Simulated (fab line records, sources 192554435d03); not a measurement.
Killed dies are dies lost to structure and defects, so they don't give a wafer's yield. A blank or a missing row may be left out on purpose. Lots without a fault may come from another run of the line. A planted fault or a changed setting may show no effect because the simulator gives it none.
Which tool did it? | flow n5_finfet | 10 lots, 28 wafers sampled, at 5 steps of a route of 1938

WHAT THE GAUGES READ, wafer by wafer
N5_BEOL_M4_RC_MEAS_101. Usual: DIBL_N 36.6 mV/V, standard deviation 2.1; DIBL_P 36.3 mV/V, standard deviation 2.2; IOFF_N 0.16 nA/um, standard deviation 0.036; IOFF_P 0.21 nA/um, standard deviation 0.038; ION_N 671 uA/um, standard deviation 12; ION_P 460 uA/um, standard deviation 7.5; SS_N 71.8 mV/dec, standard deviation 0.72; SS_P 73.3 mV/dec, standard deviation 0.72; VT_N 250 mV, standard deviation 3.2; VT_P -250 mV, standard deviation 3.5.
lot  | measured     | on        | DIBL_N (mV/V)  | DIBL_P (mV/V)  | IOFF_N (nA/um) | IOFF_P (nA/um) | ION_N (uA/um) | ION_P (uA/um) | SS_N (mV/dec)  | SS_P (mV/dec)  | VT_N (mV)   | VT_P (mV)      | flag
L508 | day 8 03:50  | prober-01 | 39.8 37.9 39.4 | 37.1 35.5 36.5 | 0.20 0.17 0.19 | 0.26 0.24 0.25 | 678 679 666   | 469 473 460   | 72.1 71.9 72.7 | 73.7 73.5 73.9 | 249 247 247 | -245 -246 -246 |
L512 | day 9 00:05  | prober-01 | 37.5 38.7 39.7 | 36.5 37.5 39.3 | 0.18 0.21 0.24 | 0.23 0.27 0.32 | 673 697 686   | 463 474 464   | 71.3 72.4 72.7 | 73.2 73.8 74.3 | 247 246 242 | -248 -245 -242 |
L513 | day 9 04:12  | prober-01 | 38.5 38.6 39.4 | 37.8 37.6 37.8 | 0.21 0.19 0.20 | 0.25 0.24 0.25 | 682 673 678   | 463 457 463   | 72.4 72.1 73.1 | 73.7 74.1 74.3 | 245 249 249 | -249 -250 -248 |
L514 | day 9 20:33  | prober-02 | 38.0 39.1 40.2 | 36.7 37.5 38.5 | 0.17 0.18 0.21 | 0.23 0.24 0.26 | 659 674 673   | 459 465 461   | 72.0 72.2 72.8 | 73.5 73.8 73.4 | 249 248 245 | -247 -248 -247 |
L519 | day 10 11:11 | prober-01 | 36.3 38.9      | 36.0 39.8      | 0.15 0.22      | 0.20 0.26      | 648 677       | 449 462       | 71.5 72.6      | 72.8 73.6      | 251 246     | -248 -245      |
L520 | day 11 02:44 | prober-01 | 40.5 42.0 40.0 | 39.9 42.1 37.6 | 0.23 0.27 0.20 | 0.26 0.30 0.21 | 696 694 666   | 469 470 452   | 72.1 73.8 73.2 | 74.7 74.8 73.8 | 244 246 249 | -249 -244 -251 |
L521 | day 11 03:21 | prober-01 | 34.3 35.9 36.2 | 34.3 36.8 37.5 | 0.13 0.16 0.17 | 0.17 0.21 0.22 | 644 667 673   | 444 463 458   | 72.1 71.9 72.4 | 73.3 72.9 73.7 | 256 250 246 | -256 -252 -251 |
L522 | day 11 07:45 | prober-02 | 36.7 36.1 38.2 | 37.9 37.2 38.9 | 0.18 0.16 0.19 | 0.20 0.19 0.22 | 693 675 673   | 467 455 460   | 71.2 70.8 72.4 | 73.5 73.3 73.5 | 249 250 251 | -253 -253 -248 |
L524 | day 12 08:22 | prober-02 | 32.8 33.8      | 32.3 34.7      | 0.12 0.15      | 0.17 0.21      | 668 684       | 464 470       | 70.8 71.4      | 73.3 73.4      | 254 248     | -250 -248      |
L526 | day 12 15:39 | prober-01 | 37.1 36.6 35.7 | 38.6 35.5 35.3 | 0.14 0.13 0.12 | 0.21 0.16 0.16 | 657 653 648   | 457 443 447   | 71.7 71.6 71.1 | 74.2 73.5 72.5 | 252 254 255 | -251 -257 -254 |

WHICH TOOL RAN EACH LOT (tool, then ch and the chambers of the sampled wafers, then the start)
lot  | N5_BEOL_M1_ETCH_70                 | N5_BEOL_M1_SPUTTER_79        | N5_BEOL_M1_ANNEAL_95         | N5_BEOL_M1_SPUTTER_96
L508 | rie_diel-06 ch 0,2, day 6 16:16    | pvd_sputter-03, day 6 17:54  | pvd_sputter-03, day 6 19:18  | pvd_sputter-03, day 6 19:26
L512 | rie_diel-06 ch 0,1,3, day 7 12:23  | pvd_sputter-03, day 7 14:18  | pvd_sputter-03, day 7 15:42  | pvd_sputter-03, day 7 15:50
L513 | rie_diel-06 ch 1,3, day 7 15:38    | pvd_sputter-02, day 7 17:33  | pvd_sputter-02, day 7 18:57  | pvd_sputter-02, day 7 19:05
L514 | rie_diel-05 ch 0,1, day 8 02:08    | pvd_sputter-02, day 8 03:58  | pvd_sputter-02, day 8 05:22  | pvd_sputter-02, day 8 05:30
L519 | rie_diel-05 ch 0,3, day 8 22:56    | pvd_sputter-02, day 9 00:56  | pvd_sputter-02, day 9 02:20  | pvd_sputter-02, day 9 02:28
L520 | rie_diel-06 ch 0,3, day 9 14:40    | pvd_sputter-03, day 9 16:50  | pvd_sputter-03, day 9 18:14  | pvd_sputter-03, day 9 18:22
L521 | rie_diel-06 ch 0,2,3, day 9 16:22  | pvd_sputter-03, day 9 18:40  | pvd_sputter-03, day 9 20:04  | pvd_sputter-03, day 9 20:13
L522 | rie_diel-06 ch 1,3, day 9 22:33    | pvd_sputter-02, day 10 00:03 | pvd_sputter-02, day 10 01:27 | pvd_sputter-02, day 10 01:35
L524 | rie_diel-05 ch 0,1, day 10 19:10   | pvd_sputter-02, day 10 21:22 | pvd_sputter-02, day 10 22:46 | pvd_sputter-02, day 10 22:55
L526 | rie_diel-06 ch 1,2,3, day 11 01:13 | pvd_sputter-03, day 11 03:05 | pvd_sputter-03, day 11 04:29 | pvd_sputter-03, day 11 04:38
- N5_BEOL_M1_ETCH_70: etches SOC in N2/H2, target depth 80 nm, overetch 16 nm, time 120 s.
- N5_BEOL_M1_SPUTTER_79: material Cu, target thk 4.5 nm, time 8.29 s.
- N5_BEOL_M1_ANNEAL_95: time 240 s.
- N5_BEOL_M1_SPUTTER_96: material Cu, target thk 4.5 nm, time 8.29 s.

WHAT THE TOOLS THEMSELVES READ (means of the sampled wafers that have a number; where no wafer has one, the mark that the record gives instead)
N5_BEOL_M1_ETCH_70. Usual: drypump_motor_current_A 5.77 A, standard deviation 0.24; oes_product_au 0.59 a.u., standard deviation 0.056; rf_vpp_V 524.2 V, standard deviation 2.2; showerhead_plenum_p_Torr 2.56 Torr, standard deviation 0.076; throttle_valve_pct 17.91 %, standard deviation 0.16.
lot  | tool        | drypump_motor_current_A (A) | oes_product_au (a.u.) | rf_vpp_V (V) | showerhead_plenum_p_Torr (Torr) | throttle_valve_pct (%) | flag
L508 | rie_diel-06 | 5.74                        | 0.56                  | 524.3        | 2.53                            | 17.93                  |
L512 | rie_diel-06 | 5.85                        | 0.61                  | 525.6        | 2.59                            | 17.96                  |
L513 | rie_diel-06 | 5.90                        | 0.61                  | 526.7        | 2.63                            | 17.94                  |
L514 | rie_diel-05 | 5.81                        | 0.58                  | 522.0        | 2.47                            | 17.76                  |
L519 | rie_diel-05 | 6.00                        | 0.64                  | 524.9        | 2.57                            | 17.93                  |
L520 | rie_diel-06 | 5.80                        | 0.64                  | 524.5        | 2.57                            | 17.99                  |
L521 | rie_diel-06 | 5.71                        | 0.59                  | 523.6        | 2.55                            | 17.96                  |
L522 | rie_diel-06 | 5.83                        | 0.63                  | 525.4        | 2.61                            | 17.98                  |
L524 | rie_diel-05 | 5.80                        | 0.56                  | 523.2        | 2.48                            | 17.74                  |
L526 | rie_diel-06 | 5.75                        | 0.58                  | 524.3        | 2.58                            | 17.97                  |

N5_BEOL_M1_SPUTTER_79. Usual: chamber_pressure_pa 0.07 Pa, standard deviation 0.00017; chuck_gas_flow_sccm 1.26 sccm, standard deviation 0.058; chuck_sensor_temp_C -15.9 C, standard deviation 0.4; susceptor_temp_C -20.00 C, standard deviation 0.11; throttle_valve_pct 29.8 %, standard deviation 0.99.
lot  | tool           | chamber_pressure_pa (Pa) | chuck_gas_flow_sccm (sccm) | chuck_sensor_temp_C (C) | susceptor_temp_C (C) | throttle_valve_pct (%) | flag
L508 | pvd_sputter-03 | 0.07                     | 1.27                       | -16.1                   | -19.89               | 29.8                   |
L512 | pvd_sputter-03 | 0.07                     | 1.28                       | -16.1                   | -20.01               | 29.9                   |
L513 | pvd_sputter-02 | 0.07                     | 1.28                       | -16.1                   | -20.13               | 28.6                   |
L514 | pvd_sputter-02 | 0.07                     | 1.26                       | -16.1                   | -19.96               | 29.6                   |
L519 | pvd_sputter-02 | 0.07                     | 1.25                       | -15.9                   | -20.09               | 29.1                   |
L520 | pvd_sputter-03 | 0.07                     | 1.22                       | -15.8                   | -20.02               | 30.1                   |
L521 | pvd_sputter-03 | 0.07                     | 1.23                       | -16.4                   | -20.14               | 30.0                   |
L522 | pvd_sputter-02 | 0.07                     | 1.21                       | -16.1                   | -19.88               | 29.2                   |
L524 | pvd_sputter-02 | 0.07                     | 1.18                       | -16.0                   | -20.07               | 29.4                   |
L526 | pvd_sputter-03 | 0.07                     | 1.25                       | -16.1                   | -20.01               | 30.1                   |

N5_BEOL_M1_ANNEAL_95. Usual: heater_power_w 813 W, standard deviation 76; susceptor_temp_C 400.02 C, standard deviation 0.22.
lot  | tool           | heater_power_w (W) | susceptor_temp_C (C) | flag
L508 | pvd_sputter-03 | 807                | 400.17               |
L512 | pvd_sputter-03 | 812                | 399.78               |
L513 | pvd_sputter-02 | 774                | 400.11               |
L514 | pvd_sputter-02 | 815                | 399.79               |
L519 | pvd_sputter-02 | 796                | 400.14               |
L520 | pvd_sputter-03 | 786                | 399.95               |
L521 | pvd_sputter-03 | 759                | 399.98               |
L522 | pvd_sputter-02 | 841                | 400.07               |
L524 | pvd_sputter-02 | 822                | 400.19               |
L526 | pvd_sputter-03 | 808                | 400.19               |

N5_BEOL_M1_SPUTTER_96. Usual: chamber_pressure_pa 0.06998 Pa, standard deviation 0.00015; chuck_gas_flow_sccm 1.26 sccm, standard deviation 0.052; chuck_sensor_temp_C -15.9 C, standard deviation 0.4; susceptor_temp_C -20.00 C, standard deviation 0.1; throttle_valve_pct 29.8 %, standard deviation 1.
lot  | tool           | chamber_pressure_pa (Pa) | chuck_gas_flow_sccm (sccm) | chuck_sensor_temp_C (C) | susceptor_temp_C (C) | throttle_valve_pct (%) | flag
L508 | pvd_sputter-03 | 0.06991                  | 1.20                       | -16.2                   | -20.03               | 30.0                   |
L512 | pvd_sputter-03 | -                        | -                          | -                       | -                    | -                      | OFF
L513 | pvd_sputter-02 | -                        | -                          | -                       | -                    | -                      | OFF
L514 | pvd_sputter-02 | -                        | -                          | -                       | -                    | -                      | OFF
L519 | pvd_sputter-02 | 0.07018                  | 1.29                       | -16.1                   | -20.01               | 29.2                   |
L520 | pvd_sputter-03 | 0.07003                  | 1.25                       | -15.7                   | -19.97               | 30.1                   |
L521 | pvd_sputter-03 | 0.06993                  | 1.29                       | -16.5                   | -20.03               | 30.2                   |
L522 | pvd_sputter-02 | 0.06991                  | 1.16                       | -16.1                   | -19.91               | 29.2                   |
L524 | pvd_sputter-02 | 0.06997                  | 1.29                       | -15.9                   | -20.06               | 29.4                   |
L526 | pvd_sputter-03 | 0.07004                  | 1.25                       | -16.1                   | -20.08               | 30.1                   |

THE ANSWER, worked out from the rows above alone
Rule: a lot is off if the mean of its wafers that have a number lies more than 3 standard deviations from the usual mean. A lot without any number at a reading at which 4 lots or more have one is off too. The other lots that the step has rows for count as sound. The gauges are gone through in route order, then the tools' own readings, and for those a lot's mean is taken as printed above. The first step at which some lot is off is used, and at that step the reading that is off furthest; a lot without a number counts as furthest.
Off: L512, L513, L514, at N5_BEOL_M1_SPUTTER_96 (chamber_pressure_pa). Without a number there: L512, L513, L514.
A tool fits if, at that step or a process step before it, it ran every lot that is off, and no sound lot after the first of them. None of those tried fits.

WHAT THE SIMULATOR HAD PUT IN
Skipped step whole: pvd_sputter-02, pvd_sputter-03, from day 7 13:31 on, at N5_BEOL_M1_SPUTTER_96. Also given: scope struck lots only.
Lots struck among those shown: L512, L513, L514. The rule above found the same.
